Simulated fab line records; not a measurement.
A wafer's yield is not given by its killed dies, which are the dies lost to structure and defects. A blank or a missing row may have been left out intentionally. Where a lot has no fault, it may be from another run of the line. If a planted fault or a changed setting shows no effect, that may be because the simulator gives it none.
Split-lot study | flow n5-finfet | route with 1938 steps; 7 lots, 39 wafers read

## THE SPLIT
At N5_HKMG_FIN_HK_ALD_01 (deposits HfO2, target thk 1.6 nm, pulse time 3 s, purge time 3 s), the setting ald-cycles was moved away from the recipe's 30 on 18 of the 39 wafers read, by -53.3% to +50.0%. All remaining wafers had this setting at the recipe value.

## FROM THE SPLIT TO THE READING: what the file shows between them, 4 steps
- N5_HKMG_FIN_HK_ANNEAL_02: time 30 s
- N5_HKMG_FIN_ALD_74: deposits La2O3, target thk 0.5 nm, pulse time 6 s, co reactant pulse time 1 s
- N5_HKMG_FIN_WET_ETCH_82: etches La2O3 in dHCl, stops on HfO2, target depth 2 nm, rinse time 30 s
- N5_HKMG_FIN_ALD_36: deposits TiN, target thk 1 nm, pulse time 1 s, purge time 3 s

## THE READING
HK_THK, in nm, at N5_HKMG_FIN_THK_MEAS_70 (measures by xrf). Typical for fault-free wafers on this fab line: 1.597 nm, with standard deviation 0.023 nm.

wafer  | tool, chamber at the split | ald-cycles as run | against the recipe | HK_THK, nm | against lot-mates on the recipe
L077.1 | ald-hk-02, 0,2,3           | 30                | recipe             | 1.593      | -
L077.2 | ald-hk-02, 0,2,3           | 30                | recipe             | 1.540      | -
L077.3 | ald-hk-02, 1,3,2           | 23                | -23.3%             | 1.243      | -0.356
L077.4 | ald-hk-02, 1,3,2           | 23                | -23.3%             | 1.237      | -0.362
L077.5 | ald-hk-02, 0,2,3           | 30                | recipe             | 1.663      | -
L077.6 | ald-hk-02, 1,3,2           | 23                | -23.3%             | 1.216      | -0.383
L080.1 | ald-hk-01, 1,0,2           | 14                | -53.3%             | 0.779      | -0.832
L080.2 | ald-hk-01, 2,3,3           | 30                | recipe             | 1.594      | -
L080.3 | ald-hk-01, 2,3,3           | 30                | recipe             | 1.604      | -
L080.4 | ald-hk-01, 1,0,2           | 14                | -53.3%             | 0.770      | -0.841
L080.5 | ald-hk-01, 2,3,3           | 30                | recipe             | 1.636      | -
L080.6 | ald-hk-01, 1,0,2           | 14                | -53.3%             | 0.755      | -0.856
L086.1 | ald-hk-02, 0,3,2           | 16                | -46.7%             | 0.863      | -0.714
L086.2 | ald-hk-02, 0,3,2           | 16                | -46.7%             | 0.847      | -0.730
L086.3 | ald-hk-02, 0,3,2           | 16                | -46.7%             | 0.837      | -0.740
L086.4 | ald-hk-02, 1,0,3           | 30                | recipe             | 1.578      | -
L086.5 | ald-hk-02, 1,0,3           | 30                | recipe             | 1.573      | -
L086.6 | ald-hk-02, 1,0,3           | 30                | recipe             | 1.579      | -
L088.1 | ald-hk-02, 0,1,2           | 18                | -40.0%             | 0.995      | -0.602
L088.2 | ald-hk-02, 0,1,2           | 18                | -40.0%             | 0.973      | -0.624
L088.3 | ald-hk-02, 0,1,2           | 18                | -40.0%             | 0.947      | -0.650
L088.4 | ald-hk-02, 3,2,1           | 30                | recipe             | 1.605      | -
L088.5 | ald-hk-02, 3,2,1           | 30                | recipe             | 1.606      | -
L088.6 | ald-hk-02, 3,2,1           | 30                | recipe             | 1.580      | -
L089.1 | ald-hk-01, 3,0,3           | 30                | recipe             | 1.590      | -
L089.2 | ald-hk-01, 0,2,1           | 45                | +50.0%             | 2.391      | +0.801
L089.3 | ald-hk-01, 0,2,1           | 45                | +50.0%             | 2.395      | +0.805
L089.4 | ald-hk-01, 0,2,1           | 45                | +50.0%             | 2.398      | +0.808
L089.5 | ald-hk-01, 3,0,3           | 30                | recipe             | 1.605      | -
L089.6 | ald-hk-01, 3,0,3           | 30                | recipe             | 1.574      | -
L093.1 | ald-hk-03, 2,3,1           | 30                | recipe             | 1.609      | -
L093.2 | ald-hk-03, 0,2,3           | 43                | +43.3%             | 2.265      | +0.660
L093.3 | ald-hk-03, 2,3,1           | 30                | recipe             | 1.601      | -
L093.4 | ald-hk-03, 2,3,1           | 30                | recipe             | 1.605      | -
L093.5 | ald-hk-03, 0,2,3           | 43                | +43.3%             | 2.270      | +0.665
L093.6 | ald-hk-03, 0,2,3           | 43                | +43.3%             | 2.240      | +0.635
L095.1 | ald-hk-01, 3,2,3           | 30                | recipe             | 1.559      | -
L095.4 | ald-hk-01, 3,2,3           | 30                | recipe             | 1.598      | -
L095.5 | ald-hk-01, 3,2,3           | 30                | recipe             | 1.579      | -
Rows listing several chambers each stand for several wafers; the file does not say which wafer went through which chamber.

FIT RESULTS
A straight line over all 39 wafers: HK_THK changes by +0.0157 nm for each +1% of ald-cycles; r = +1.00; the points scatter about the line by 0.022 nm.
The same after taking each lot's own level away (the mean of its wafers on the recipe; 39 wafers): +0.0157 nm for each +1%; r = +1.00; scatter 0.021 nm.
Per that fit: largest ald-cycles move, reading shift of 0.84 nm.
The span of the lots' own levels, 1.5767 to 1.6113 nm, comes to 1.5 times the standard deviation stated above.
The two slopes are in agreement: the lot-to-lot level therefore moves the slope only a little.
Check: with one of the wafers moved furthest among these (-53.3%) left out of the fit, the line predicts -0.837 nm for it against its lot-mates. It came out at -0.832 nm against them.

## OTHER SPLITS APPLIED TO THESE WAFERS
Note: prior to the reading, these wafers also went through further splits. Each is held against what the fit with the lots' levels taken away leaves over:
other split on the same wafers | wafers away from the commonest value | r with HK_THK (lot level and that fit taken away)
N5_DUMMY_GATE_PECVD_30 time-s  | 12                                   | +0.00

## THE WHOLE CHAIN: every reading that the file lists as answering this split, in the file's order
step                    | what it does                                                     | reading                                                                            | change (the file's fit)                | r (the file's)
N5_HKMG_FIN_HK_ALD_01   | deposits HfO2, target thk 1.6 nm, pulse time 3 s, purge time 3 s | HfO2_of_HKMG_FIN_HK_ALD_01.thk-nm (the simulator's own value, which no gauge read) | +0.0155 nm for each +1% of the setting | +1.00
N5_HKMG_FIN_THK_MEAS_70 | measures by xrf                                                  | HK_THK                                                                             | +0.0157 for each +1% of the setting    | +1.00

## FILE'S OWN FIT
HK_THK changes by +0.0157 nm for each +1% of ald-cycles, r = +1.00.
